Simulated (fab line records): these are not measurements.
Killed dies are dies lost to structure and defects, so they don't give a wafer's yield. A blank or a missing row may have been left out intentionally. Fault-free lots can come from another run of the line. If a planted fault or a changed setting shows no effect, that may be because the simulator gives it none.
fab line records | flow nandHarc
record: lots: 6 wafers: 18 lastDay: 29
route steps=1302 shown HYBRID_BOND@1238 THIN_TSV@1244 END@1302
lots with no fault: from the same line, run without faults
startH: the number of hours between the record's first day and the start of the first shown wafer of the lot | waitH: how many hours have passed since the lot's step before this one | " unchanged from the row above | L1.1+2: a row that stands for several wafers | - either no value or no given start | * or withheld: withheld | < > ~ a bound
route shown NAME@n: names a module that has steps shown in the file, with the first one's number in the route | usual: the fault-free wafers' mean and standard deviation | same: alike in all rows | chamber/n: place in a boat | sites: per-site readings | _std_site: standard deviation of those values | _edge_site: outer sites' mean less inner sites' | radiusMm: for every site, how far away it sits from the centre of the wafer | mask NAME#n: copy n | behind: the last tool/chamber to shape the wafer | hold: cause of the lot's hold/its duration in hours/its outcome | device: the n, p or np transistor that did not switch | end of line: tests run on the same wafers once the route is complete | a step without rows: its recipe alone | killed: the dies lost at the first sort to structure and to defects; this is not the yield of the wafer | map: the dies of a wafer, with x for killed, . for not killed, _ for no die there
set.NAME: the run value of the setting; set.NAME@STEP: its run value at that earlier step | model.NAME: the simulator's own value behind a step, which no gauge read
a table for each step, a row for each wafer; lots at some steps of the route
services: from which hour (startH, from the record's first day; less than 0 if before it) a tool's chamber was out of use, for how many hours, and why
== steps ==
step: NHARC_HYBRID_BOND_PRECLEAN_01
recipe: timeS: 300 tempC: 23 chemistry: DIW
step: NHARC_HYBRID_BOND_SRD_02
recipe: timeS: 30 tempC: 23 dryTimeS: 20 spinRpm: 1500
step: NHARC_HYBRID_BOND_BOND_03
recipe: tempC: 25
step: NHARC_HYBRID_BOND_ANNEAL_04
recipe: tempC: 300 timeS: 7200 rampUpCPerMin: 5 rampDownCPerMin: 3 idleTempC: 100 pressureAtm: 1
step: NHARC_HYBRID_BOND_OVL_MEAS_05
usual: overlayXNm: 0/32 overlayYNm: -2/33
columns lot.wafer tool chamber startH waitH overlayXNm overlayYNm
L520.1 overlay-02 - 544.72 0.4 29 18
L520.4 " - " " 8 -29
L520.6 " - " " 19 -82
L521.1 overlay-01 - 555.21 0.4 -28 8
L521.2 " - " " -29 15
L521.4 " - " " 24 3
L530.1 overlay-01 - 658.40 0.4 -10 1
L530.4 " - " " -13 2
L530.6 " - " " 20 32
L532.1 overlay-01 - 678.67 0.4 19 35
L532.2 " - " " 54 43
L532.5 " - " " 37 8
L533.1 overlay-02 - 678.67 0.4 -12 35
L533.4 " - " " 43 56
L533.5 " - " " 26 -23
L534.1 overlay-01 - 678.68 0.4 -4 -7
L534.5 " - " " -45 -26
L534.6 " - " " -28 9
step: NHARC_HYBRID_BOND_INSPECT_06
recipe: inspectInstrument: irVoid
usual: rawDefectCount: 88/36
columns lot.wafer tool chamber startH waitH rawDefectCount
L520.1 defectInspect-01 - 544.77 0.0 54
L520.4 " - " " 56
L520.6 " - " " 56
L521.1 defectInspect-02 - 555.26 0.0 146
L521.2 " - " " 133
L521.4 " - " " 141
L530.1 defectInspect-01 - 658.45 0.0 109
L530.4 " - " " 78
L530.6 " - " " 81
L533.1 defectInspect-02 - 678.72 0.0 70
L533.4 " - " " 66
L533.5 " - " " 80
L532.1 defectInspect-01 - 678.72 0.0 92
L532.2 " - " " 97
L532.5 " - " " 93
L534.1 defectInspect-02 - 678.75 0.1 134
L534.5 " - " " 147
L534.6 " - " " 130
step: NHARC_THIN_TSV_GRIND_00
recipe: targetThkUm: 6
step: NHARC_THIN_TSV_CMP_01
recipe: targetThkUm: 3
step: NHARC_THIN_TSV_THK_MEAS_02
recipe: thkMeasGauge: ir
usual: thkNm: 3083/250
columns lot.wafer tool chamber startH waitH thkNm
L520.1 filmMetro-02 - 546.43 0.2 3207
L520.4 " - " " 3106
L520.6 " - " " 2993
L521.1 filmMetro-01 - 556.91 - 2884
L521.2 " - " " 3012
L521.4 " - " " 2996
L530.1 filmMetro-02 - 661.28 - 2614
L530.4 " - " " 2968
L530.6 " - " " 2647
L533.1 filmMetro-02 - 680.37 - 2917
L533.4 " - " " 2825
L533.5 " - " " 2505
L532.1 filmMetro-01 - 681.57 - 2786
L532.2 " - " " 3246
L532.5 " - " " 3265
L534.1 filmMetro-01 - 682.78 - 3411
L534.5 " - " " 3093
L534.6 " - " " 3249
step: NHARC_THIN_TSV_SRD_03
step: NHARC_THIN_TSV_PRECLEAN_41
recipe: timeS: * tempC: 50 bathAgeMin: 0 chemistry: SC1
step: NHARC_THIN_TSV_SRD_42
step: NHARC_THIN_TSV_DEP_43
recipe: targetThkA: 13285 tempC: withheld pressureTorr: 6.5 rfW: 900 teosFlowSccm: 161.4 flowSccm: 2650 targetThkNm: 1328.5 gas: O2 material: SiO2
usual: rfFwdPowerW: 898.2/2.8 throttleValvePct: 16.3/0.79
columns lot.wafer tool chamber startH waitH rfFwdPowerW throttleValvePct
L520.1 pecvd-03 1 546.65 - 896.1 16.9
L520.4 " 1 " " 898.0 16.9
L520.6 " 0 " " 901.3 15.4
L521.1 pecvd-02 2 557.13 - 898.7 16.0
L521.2 " 0 " " 895.4 17.1
L521.4 " 0 " " 894.4 17.2
L530.1 pecvd-02 2 661.50 - 897.0 15.1
L530.6 " 2 " " 897.8 15.1
L530.4 " 0 " " 895.5 17.1
L533.1 pecvd-02 2 680.84 - 895.8 15.2
L533.4 " 0 " " 898.2 17.2
L533.5 " 2 " " 897.5 15.3
L532.1 pecvd-02 2 681.83 - 895.2 15.2
L532.2 " 0 " " 897.0 16.9
L532.5 " 2 " " 894.7 15.4
L534.1 pecvd-03 2 683.05 - 898.8 17.0
L534.5 " 1 " " 902.1 16.4
L534.6 " 2 " " 896.7 17.4
step: NHARC_THIN_TSV_DEHYDRATE_04
recipe: tempC: 150 timeS: 120
step: NHARC_THIN_TSV_HMDS_05
recipe: timeS: 30
step: NHARC_THIN_TSV_COAT_06
recipe: spinRpm: *
step: NHARC_THIN_TSV_SOFTBAKE_07
recipe: tempC: 122 timeS: 95
step: NHARC_THIN_TSV_EBR_08
step: NHARC_THIN_TSV_EXPOSE_09
recipe: na: 0.55 doseMj: 30.7 maskId: TSV
step: NHARC_THIN_TSV_PEB_10
recipe: pebTempC: 118 pebTimeS: 85
step: NHARC_THIN_TSV_DEVELOP_11
recipe: timeS: 70
step: NHARC_THIN_TSV_CD_MEAS_12
recipe: targetCdNm: 1000 landingEnergyEv: 500
usual: cdNm: 1000.3/1.7
columns lot.wafer tool chamber startH waitH cdNm
L520.1 cdSem-03 0 547.35 - 1000.6
L520.4 " 0 " " 1000.0
L520.6 " 0 " " 1000.9
L521.1 cdSem-03 0 557.97 - 996.8
L521.2 " 0 " " 999.7
L521.4 " 0 " " 998.3
L530.1 cdSem-03 0 662.33 - 998.5
L530.4 " 0 " " 1000.1
L530.6 " 0 " " 998.7
L533.1 cdSem-02 0 681.46 - 998.3
L533.4 " 0 " " 998.8
L533.5 " 0 " " 1002.0
L532.1 cdSem-03 0 682.62 - 1001.1
L532.2 " 0 " " 997.7
L532.5 " 0 " " 998.3
L534.1 cdSem-02 0 683.71 - 998.4
L534.5 " 0 " " 1002.3
L534.6 " 0 " " 1003.7
step: NHARC_THIN_TSV_HARDBAKE_13
recipe: tempC: 125 timeS: 80
step: NHARC_THIN_TSV_DESCUM_14
recipe: timeS: 3 o2FlowSccm: 200 arFlowSccm: 0 biasPowerW: 0 chemistry: O2
step: NHARC_THIN_TSV_ETCH_44
recipe: targetDepthA: 15942 timeS: 797.1 cf4FlowSccm: 150 o2FlowSccm: 10 arFlowSccm: 0 rfW: 300 biasW: 800 chemistry: CF4/O2
step: NHARC_THIN_TSV_ETCH_15
recipe: targetDepthA: 30000 boschTargetOveretchCycles: 2 boschEtchStepS: 2.8 boschDepStepS: 1.2 boschCycles: 14
step: NHARC_THIN_TSV_CD_MEAS_16
usual: cdNm: 1000.1/1.7
columns lot.wafer tool chamber startH waitH cdNm
L520.1 cdSem-01 - 548.31 0.1 1002.1
L520.4 " - " " 1000.3
L520.6 " - " " 1001.7
L521.1 cdSem-02 - 559.06 0.1 996.4
L521.2 " - " " 1000.2
L521.4 " - " " 998.7
L530.1 cdSem-03 - 663.30 0.1 999.2
L530.4 " - " " 1000.1
L530.6 " - " " 999.4
L533.1 cdSem-03 - 682.42 0.1 998.9
L533.4 " - " " 999.8
L533.5 " - " " 1001.4
L532.1 cdSem-02 - 683.58 0.1 1000.2
L532.2 " - " " 997.8
L532.5 " - " " 999.1
L534.1 cdSem-03 - 684.67 0.1 997.8
L534.5 " - " " 1003.3
L534.6 " - " " 1003.6
step: NHARC_THIN_TSV_STRIP_45
recipe: powerW: 1500 tempC: 250 chemistry: O2
step: NHARC_THIN_TSV_STRIP_46
recipe: timeS: 1200 tempC: 72.5 chemistry: postEtchResidueRemover
step: NHARC_THIN_TSV_DEP_47
recipe: targetThkA: 2000 tempC: withheld pressureTorr: 6.5 rfW: 900 teosFlowSccm: 161.4 flowSccm: 2650 targetThkNm: 200 gas: O2 material: SiO2
usual: rfFwdPowerW: 898.6/2.5 throttleValvePct: 16.3/0.74
columns lot.wafer tool chamber startH waitH rfFwdPowerW throttleValvePct
L520.1 pecvd-02 1 549.41 - 900.6 17.2
L520.4 " 2 " " 895.2 16.1
L520.6 " 1 " " 901.9 17.3
L521.2 pecvd-02 1 559.93 - 897.0 17.2
L521.1 " 0 " " 898.5 17.1
L521.4 " 2 " " 900.8 16.0
L530.1 pecvd-01 1 664.30 - 900.6 15.8
L530.4 " 1 " " 897.1 15.8
L530.6 " 1 " " 895.6 15.7
L533.1 pecvd-03 2 683.29 - 895.9 16.9
L533.5 " 0 " " 895.8 15.4
L533.4 " 1 " " 896.3 16.6
L532.2 pecvd-02 2 684.46 - 898.4 15.3
L532.1 " 0 " " 897.8 17.4
L532.5 " 1 " " 899.3 16.9
L534.1 pecvd-03 2 685.64 - 894.3 16.9
L534.5 " 0 " " 900.5 15.2
L534.6 " 1 " " 893.9 16.6
step: NHARC_THIN_TSV_ETCHBACK_48
recipe: targetDepthA: 10285 overEtchFrac: 0.3 timeS: 405.17 ionEnergyEv: 250 c4f8FlowSccm: withheld arFlowSccm: withheld rfW: 600 biasW: 300 chemistry: C4F8/Ar
usual: oesProductAu: 0.95/0.033 rfFwdPowerW: 599.3/1.8 rfVppV: 546/3.4
columns lot.wafer tool chamber startH waitH oesProductAu rfFwdPowerW rfHoursCounterH rfVppV
L520.1 rieDiel-09 2 549.79 - 0.98 600.8 2.9 542
L520.4 " 3 " " 0.98 600.4 2.4 542
L520.6 " 1 " " 0.95 598.0 - 550
L521.2 rieDiel-12 3 560.37 - 0.93 602.1 6.8 547
L521.1 " 0 " " 0.90 597.7 6.3 545
L521.4 " 1 " " 0.91 598.5 5.9 543
L530.4 rieDiel-12 3 665.28 0.4 0.99 599.4 2.2 546
L530.1 " 0 " " 1.02 599.2 2.4 544
L530.6 " 3 " " 0.98 598.0 - 546
L533.1 rieDiel-09 1 683.79 - 1.00 598.6 0.1 551
L533.5 " 3 " " 1.01 598.1 - 541
L533.4 " 0 " " 1.01 599.4 - 545
L532.1 rieDiel-09 0 684.85 - 1.01 600.3 0.3 547
L532.2 " 3 " " 1.01 599.7 0.3 542
L532.5 " 3 " " 1.01 601.0 - 542
L534.1 rieDiel-12 2 685.95 - 0.92 598.7 4.1 543
L534.5 " 2 " " 0.92 597.4 - 544
L534.6 " 3 " " 0.93 600.0 - 545
step: NHARC_THIN_TSV_STRIP_62
recipe: powerW: 1500 tempC: 250 timeS: 20 chemistry: N2/H2
usual: drypumpMotorCurrentA: 5.9/0.35 heaterPowerW: 320/19 rfReflPowerW: 20/4.2
columns lot.wafer tool chamber startH waitH drypumpMotorCurrentA heaterPowerW rfHoursCounterH rfReflPowerW
L520.1 plasmaAsher-02 0 550.09 - 5.8 339 26 -
L520.4 " 0 " " 5.8 349 - -
L520.6 " 0 " " 5.8 336 - -
L521.1 plasmaAsher-02 1 560.69 - 6.2 348 27 20
L521.2 " 0 " " 5.8 337 27 25
L521.4 " 1 " " 6.2 345 - 22
L530.1 plasmaAsher-01 0 665.60 - 5.2 322 29 -
L530.4 " 0 " " 5.2 318 - -
L530.6 " 0 " " 5.2 325 - -
L533.1 plasmaAsher-02 0 684.14 - 5.8 334 14 25
L533.4 " 1 " " 6.1 301 - 22
L533.5 " 1 " " 6.1 310 - 21
L532.1 plasmaAsher-02 0 685.31 - 5.8 331 15 -
L532.2 " 1 " " 6.2 305 15 -
L532.5 " 1 " " 6.2 314 - -
L534.1 plasmaAsher-01 1 686.35 - 6.2 296 32 14
L534.6 " 0 " " 5.2 322 - 19
L534.5 " 1 " " 6.2 301 - 14
step: NHARC_THIN_TSV_DEGAS_49
recipe: tempC: 300 timeS: 120
step: NHARC_THIN_TSV_PRE_CLEAN_50
recipe: timeS: 30 tempC: 280 gas: H2/He
step: NHARC_THIN_TSV_PVD_19
recipe: targetThkA: 200 chamberPressurePa: 5 material: TaN
step: NHARC_THIN_TSV_PVD_51
recipe: targetThkA: 1000 chamberPressurePa: 5 material: Cu
step: NHARC_THIN_TSV_ECD_20
recipe: targetThkA: 20000 material: Cu
step: NHARC_THIN_TSV_ANNEAL_52
recipe: tempC: 225 timeS: 90
usual: wafer_temp_C_max: 225.9/0.34
columns lot.wafer tool chamber startH waitH wafer_temp_C_max
L520.1 rtpAnneal-02 0 551.43 0.6 226.1
L520.4 " 0 " " 225.9
L520.6 " 0 " " 226.4
L521.1 rtpAnneal-01 0 562.08 0.7 225.6
L521.2 " 0 " " 225.5
L521.4 " 0 " " 225.3
L530.1 rtpAnneal-02 0 666.96 0.5 226.3
L530.4 " 0 " " 226.6
L530.6 " 0 " " 226.5
L533.1 rtpAnneal-01 0 685.48 0.6 226.0
L533.4 " 0 " " 225.8
L533.5 " 0 " " 225.8
L532.1 rtpAnneal-02 0 686.68 0.6 226.6
L532.2 " 0 " " 226.3
L532.5 " 0 " " 226.6
L534.1 rtpAnneal-02 0 687.78 0.7 225.7
L534.5 " 0 " " 226.0
L534.6 " 0 " " 225.8
step: NHARC_THIN_TSV_CMP_21
recipe: tOverpolishS: 30 targetThkNm: 2000
step: NHARC_THIN_TSV_SRD_23
step: NHARC_THIN_TSV_DEGAS_53
recipe: tempC: 300 timeS: 60
usual: heaterPowerW: 463/47
columns lot.wafer tool chamber startH waitH heaterPowerW
L520.4 pvdSputter-03 - 552.25 0.1 420
L520.1 " - " " 478
L520.6 " - " " 559
L521.4 pvdSputter-01 - 562.88 0.1 529
L521.2 " - " " 423
L521.1 " - " " 443
L530.4 pvdSputter-02 - 667.77 0.1 399
L530.1 " - " " 474
L530.6 " - " " 431
L533.1 pvdSputter-02 - 686.29 0.1 462
L533.4 " - " " 477
L533.5 " - " " 392
L532.2 pvdSputter-02 - 687.52 0.1 391
L532.1 " - " " 461
L532.5 " - " " 442
L534.1 pvdSputter-01 - 688.58 0.1 434
L534.5 " - " " 419
L534.6 " - " " 430
step: NHARC_END_SORT_01
recipe: tempC: 25
usual: defectLimitedYield: 91.5/2.9 killedAtArray: 53/20 killedAtOther: 1/1.2 killedAtPeriphery: 3.7/2.6 killedDies: 58/20 killedOpen: 3.5/1.8 killedShort: 2.4/1.7 sort_bin_2_pct: 3.1/1.3 sort_bin_3_pct: 0.6/0.4 sort_bin_4_pct: 4.9/1.7 sortNPass: 619/20 sortRimYieldPct: 92/4 sortYieldPct: 91.5/2.9
same: grossDies: 677 sort_bin_5_pct[%]: 0 sort_bin_6_pct[%]: 0 sort_bin_7_pct[%]: 0 sort_bin_8_pct[%]: 0 sortRimNGross: 106.00
columns lot.wafer tool chamber startH waitH defectLimitedYield[%] killedAtArray killedAtOther killedAtPeriphery killedDies killedOpen killedShort sort_bin_2_pct[%] sort_bin_3_pct[%] sort_bin_4_pct[%] sortNPass sortRimYieldPct[%] sortYieldPct[%]
L520.1 prober-01 0 563.65 2.5 95.6 27 1 2 30 4 1 1.8 0.3 2.4 647 91 95.6
L520.4 prober-01 0 566.06 3.4 94.5 35 0 2 37 4 0 1.6 0.4 3.4 640 87 94.5
L520.6 prober-01 0 567.66 4.0 94.4 34 2 2 38 3 1 1.9 0.1 3.5 639 91 94.4
L521.1 prober-02 0 573.22 2.5 90.0 66 0 2 68 1 3 3.5 1.2 5.3 609 92 90.0
L521.2 prober-02 0 574.00 2.8 88.9 71 1 3 75 4 0 5.6 0.6 4.9 602 96 88.9
L521.4 prober-02 0 575.57 3.4 89.2 71 1 1 73 4 3 3.8 1.3 5.6 604 90 89.2
L530.1 prober-02 0 676.18 2.5 88.0 69 1 11 81 5 0 4.0 1.2 6.8 596 92 88.0
L530.4 prober-02 0 678.59 3.4 89.2 63 0 10 73 3 5 1.9 1.0 7.8 604 96 89.2
L530.6 prober-02 0 680.20 4.0 90.8 57 0 5 62 1 0 2.8 0.4 5.9 615 97 90.8
L533.1 prober-01 0 696.56 2.5 0.1 28 645 3 676 0 3 97.0 0.4 2.4 1 0 0.1
L533.4 prober-01 0 698.95 3.4 0.1 40 632 4 676 2 2 95.4 0.9 3.5 1 0 0.1
L533.5 prober-01 0 699.75 3.7 91.4 56 1 1 58 4 2 3.8 0.4 4.3 619 92 91.4
L532.1 prober-01 0 704.33 2.5 1.2 52 613 4 669 5 1 93.2 0.1 5.5 8 0 1.2
L532.2 prober-01 0 705.14 2.8 89.7 64 2 4 70 3 3 3.4 0.6 6.4 607 94 89.7
L532.5 prober-01 0 707.56 3.7 89.5 64 2 5 71 6 7 4.0 0.3 6.2 606 91 89.5
killed by level:class
L520.1 A_SLIT:chamberFilmFlake=8 A_STAIRCASE:chamberFilmFlake=5 A_WL_FILL:chamberFilmFlake=4 A_CONTACT:chamberFilmFlake=4 P_CONTACT:geometricParticle:open=1 A_SOURCE_PLATE:geometricParticle:open=1 A_CHANNEL_FILL_D2:geometricParticle:open=1 A_CHANNEL_FILL_D2:geometricParticle:short=1
L520.4 A_SLIT:chamberFilmFlake=11 A_CHANNEL_HOLE_D2:chamberFilmFlake=8 A_CONTACT:chamberFilmFlake=5 A_STAIRCASE:chamberFilmFlake=3 A_CHANNEL_FILL_D1:geometricParticle:open=2 P_CONTACT:geometricParticle:open=1 A_ONON_D2:geometricParticle:open=1 P_GATE:chamberFilmFlake=1
L520.6 A_CONTACT:chamberFilmFlake=8 A_CHANNEL_HOLE_D2:chamberFilmFlake=7 A_SLIT:chamberFilmFlake=7 A_WL_FILL:chamberFilmFlake=4 A_M0:geometricParticle:open=2 P_ZERO_WELL:chamberFilmFlake=2 THIN_TSV:chamberFilmFlake=2 A_ONON_D1:geometricParticle:short=1
L521.1 A_CHANNEL_HOLE_D2:chamberFilmFlake=24 A_CHANNEL_HOLE_D1:chamberFilmFlake=20 A_SLIT:chamberFilmFlake=12 A_CONTACT:chamberFilmFlake=4 A_STAIRCASE:chamberFilmFlake=2 P_M0:geometricParticle:short=1 A_ONON_D2:geometricParticle:short=1 A_CHANNEL_FILL_D2:geometricParticle:short=1
L521.2 A_CHANNEL_HOLE_D1:chamberFilmFlake=28 A_SLIT:chamberFilmFlake=20 A_CHANNEL_HOLE_D2:chamberFilmFlake=18 A_CONTACT:chamberFilmFlake=2 P_GATE:geometricParticle:open=1 P_CONTACT:geometricParticle:open=1 P_M0:geometricParticle:open=1 A_ONON_D1:geometricParticle:open=1
L521.4 A_CHANNEL_HOLE_D1:chamberFilmFlake=26 A_CHANNEL_HOLE_D2:chamberFilmFlake=21 A_SLIT:chamberFilmFlake=11 A_CONTACT:chamberFilmFlake=5 A_BLC:geometricParticle:open=2 A_DECK1_JOINT:chamberFilmFlake=2 P_M0:geometricParticle:short=1 A_ONON_D1:geometricParticle:short=1
L530.1 A_CHANNEL_HOLE_D1:chamberFilmFlake=36 A_CHANNEL_HOLE_D2:chamberFilmFlake=19 P_GATE:chamberFilmFlake=5 A_SLIT:chamberFilmFlake=5 P_BONDPAD:chamberFilmFlake=4 A_STAIRCASE:chamberFilmFlake=4 P_CONTACT:geometricParticle:open=1 A_SOURCE_PLATE:geometricParticle:open=1
L530.4 A_CHANNEL_HOLE_D1:chamberFilmFlake=30 A_CHANNEL_HOLE_D2:chamberFilmFlake=14 P_BONDPAD:chamberFilmFlake=6 A_SLIT:chamberFilmFlake=5 A_STAIRCASE:chamberFilmFlake=3 A_CONTACT:chamberFilmFlake=3 A_DECK1_JOINT:geometricParticle:short=2 P_GATE:chamberFilmFlake=2
L530.6 A_CHANNEL_HOLE_D1:chamberFilmFlake=34 A_CHANNEL_HOLE_D2:chamberFilmFlake=18 P_GATE:chamberFilmFlake=2 P_BONDPAD:chamberFilmFlake=2 A_DECK1_JOINT:chamberFilmFlake=2 A_SLIT:chamberFilmFlake=2 A_CHANNEL_FILL_D1:geometricParticle:open=1 P_ZERO_WELL:chamberFilmFlake=1
L533.1 THIN_TSV:areaDep=644 A_SLIT:chamberFilmFlake=14 A_CONTACT:chamberFilmFlake=6 A_CHANNEL_HOLE_D1:chamberFilmFlake=3 P_M2:geometricParticle:short=1 A_CHANNEL_FILL_D2:geometricParticle:short=1 A_BLC:geometricParticle:short=1 P_ZERO_WELL:chamberFilmFlake=1
L533.4 THIN_TSV:areaDep=632 A_SLIT:chamberFilmFlake=29 A_CHANNEL_HOLE_D1:chamberFilmFlake=3 P_ZERO_WELL:chamberFilmFlake=2 A_CONTACT:chamberFilmFlake=2 A_BLC:chamberFilmFlake=2 P_GATE:geometricParticle:short=1 A_ONON_D2:geometricParticle:open=1
L533.5 A_SLIT:chamberFilmFlake=38 A_CONTACT:chamberFilmFlake=5 A_CHANNEL_HOLE_D1:chamberFilmFlake=3 A_BLC:chamberFilmFlake=3 A_WL_FILL:geometricParticle:short=2 A_CHANNEL_FILL_D1:geometricParticle:open=1 A_BLC:geometricParticle:open=1 A_M0:geometricParticle:open=1
L532.1 THIN_TSV:areaDep=608 A_CHANNEL_HOLE_D1:chamberFilmFlake=33 A_CHANNEL_HOLE_D2:chamberFilmFlake=6 A_SLIT:chamberFilmFlake=5 THIN_TSV:chamberFilmFlake=5 A_WL_FILL:chamberFilmFlake=4 P_CONTACT:geometricParticle:open=1 P_M0:geometricParticle:open=1
L532.2 A_CHANNEL_HOLE_D1:chamberFilmFlake=35 A_CHANNEL_HOLE_D2:chamberFilmFlake=18 A_SLIT:chamberFilmFlake=4 THIN_TSV:chamberFilmFlake=2 P_GATE:geometricParticle:short=1 P_M0:geometricParticle:open=1 A_ONON_D1:geometricParticle:open=1 A_CHANNEL_FILL_D1:geometricParticle:short=1
L532.5 A_CHANNEL_HOLE_D1:chamberFilmFlake=34 A_CHANNEL_HOLE_D2:chamberFilmFlake=11 A_SLIT:chamberFilmFlake=7 A_WL_FILL:geometricParticle:short=3 P_ZERO_WELL:chamberFilmFlake=2 P_CONTACT:geometricParticle:open=1 P_CONTACT:geometricParticle:short=1 P_M0:geometricParticle:open=1
map L532.1 (x killed, . not)
____________x____________
_________xxxxxxx_________
_______xxxxxxxxxxx_______
______xxxxxxxxxxxxx______
_____xxxxxxxxxxxxxxx_____
____xxxxxxxxxxxxxxxxx____
____xxxxxxxxxxxxxxxxx____
___xxxxxxxxxxxxxxxxxxx___
___xxxxxxxxxxxxxxxxxxx___
__xxxxxxxxxxxxxxxxxxxxx__
__xxxxxxxxxxxxxxxxxxxxx__
_xxxxxxxxx.xxxxxxxxxxxxx_
_xxxxxxxxxxxxxxxxxxxxxxx_
_xxxxxxxxxxxxxxxxxxxxxxx_
_xxxxxxxxxxxxxxxxxxxxxxx_
_xxxxxxxxxxxxxxxxxxxxxxx_
xxxxxxxxxxx.xxxxxxxxxxxxx
xxxxxxxxxxxxxxxxxxxxxxxxx
xxxxxxxxxxxxxxxxxxxxxxxxx
xxxxxxxxxxxxxxxxxxxxxxxxx
xxxxxxxxxx.xxxxxxxxxxxxxx
_xxxxxxxxxxx.xx.xxxxxxxx_
_xxxxxx.xxxxxxx.xxxx.xxx_
_xxxxxxxxxxxxxxxxxxxxxxx_
_xxxxxxxxxxxxxxxxxxxxxxx_
_xxxxxxxxxxxxxxxxxxxxxxx_
__xxxxxxxxxxxxxxxxxxxxx__
__xxxxxxxxxxxxxxxxxxxxx__
___xxxxxxxxxxxxxxxxxxx___
___xxxxxxxxxxxxxxxxxxx___
____xxxxxxxxxxxxxxxxx____
____xxxxxxxxxxxxxxxxx____
_____xxxxxxxxxxxxxxx_____
______xxxxxxxxxxxxx______
_______xxxxxxxxxxx_______
_________xxxxxxx_________
____________x____________
map L533.1 (x killed, . not)
____________x____________
_________xxxxxxx_________
_______xxxxxxxxxxx_______
______xxxxxxxxxxxxx______
_____xxxxxxxxxxxxxxx_____
____xxxxxxxxxxxxxxxxx____
____xxxxxxxxxxxxxxxxx____
___xxxxxxxxxxxxxxxxxxx___
___xxxxxxxxxxxxxxxxxxx___
__xxxxxxxxxxxxxxxx.xxxx__
__xxxxxxxxxxxxxxxxxxxxx__
_xxxxxxxxxxxxxxxxxxxxxxx_
_xxxxxxxxxxxxxxxxxxxxxxx_
_xxxxxxxxxxxxxxxxxxxxxxx_
_xxxxxxxxxxxxxxxxxxxxxxx_
_xxxxxxxxxxxxxxxxxxxxxxx_
xxxxxxxxxxxxxxxxxxxxxxxxx
xxxxxxxxxxxxxxxxxxxxxxxxx
xxxxxxxxxxxxxxxxxxxxxxxxx
xxxxxxxxxxxxxxxxxxxxxxxxx
xxxxxxxxxxxxxxxxxxxxxxxxx
_xxxxxxxxxxxxxxxxxxxxxxx_
_xxxxxxxxxxxxxxxxxxxxxxx_
_xxxxxxxxxxxxxxxxxxxxxxx_
_xxxxxxxxxxxxxxxxxxxxxxx_
_xxxxxxxxxxxxxxxxxxxxxxx_
__xxxxxxxxxxxxxxxxxxxxx__
__xxxxxxxxxxxxxxxxxxxxx__
___xxxxxxxxxxxxxxxxxxx___
___xxxxxxxxxxxxxxxxxxx___
____xxxxxxxxxxxxxxxxx____
____xxxxxxxxxxxxxxxxx____
_____xxxxxxxxxxxxxxx_____
______xxxxxxxxxxxxx______
_______xxxxxxxxxxx_______
_________xxxxxxx_________
____________x____________
== services ==
columns tool chamber startH hours kind
pvdSputter-03 - 526.01 10.0 pm
pvdSputter-02 - 533.43 6.7 repair
pvdSputter-03 - 538.64 4.8 repair
pecvd-03 - 547.27 13.0 pm
rieDiel-12 1 566.86 5.8 repair
pvdSputter-02 - 572.80 15.3 repair
pecvd-02 1 587.80 3.9 repair
pvdSputter-01 - 588.01 10.0 pm
pecvd-02 - 589.00 13.0 pm
plasmaAsher-01 - 590.30 2.9 repair
rieDiel-12 - 596.48 1.3 repair
pecvd-01 - 598.77 1.1 repair
rieDiel-09 0 600.89 9.3 repair
plasmaAsher-02 - 603.21 9.0 pm
pvdSputter-02 - 610.30 15.0 repair
rieDiel-09 1 612.24 3.0 repair
rieDiel-12 - 622.40 9.0 pm
rieDiel-09 3 624.26 5.6 repair
pvdSputter-03 - 631.29 2.7 repair
pvdSputter-02 - 638.08 10.0 pm
pvdSputter-01 - 642.25 21.2 repair
pecvd-01 - 642.47 0.8 repair
rieDiel-09 - 674.10 9.0 pm
plasmaAsher-01 - 678.82 6.5 repair
== key ==
firstSign: step: NHARC_END_SORT_01 reading: killedAtOther direction: up sigmas: 99+ usual: 1 struck: 630
effect: step: NHARC_END_SORT_01 reading: sort_bin_2_pct direction: up sigmas: 73 usual: 3.1 struck: 95.2
moreKillsBornAt: NHARC_THIN_TSV_DEP_43@pecvd-02: 1884
metAt NHARC_THIN_TSV_DEP_43
struckWafers L532.1,L533.1,L533.4
laterRowsLeftOut L532.1,L533.1,L533.4
onsetBetween 661.50 680.84
fault: kind: processParameterDrift tool: pecvd-02 chamber: - onsetH: 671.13 steps: NHARC_THIN_TSV_DEP_43 channel: targetThkA offset: * shape: step endH: 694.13 scope: struckWafersOnly actsIn: * stated: *
laterRowsLeftOut: the simulator's readings of these wafers behind a module that went badly wrong aren't trusted and aren't shown, but for the sort
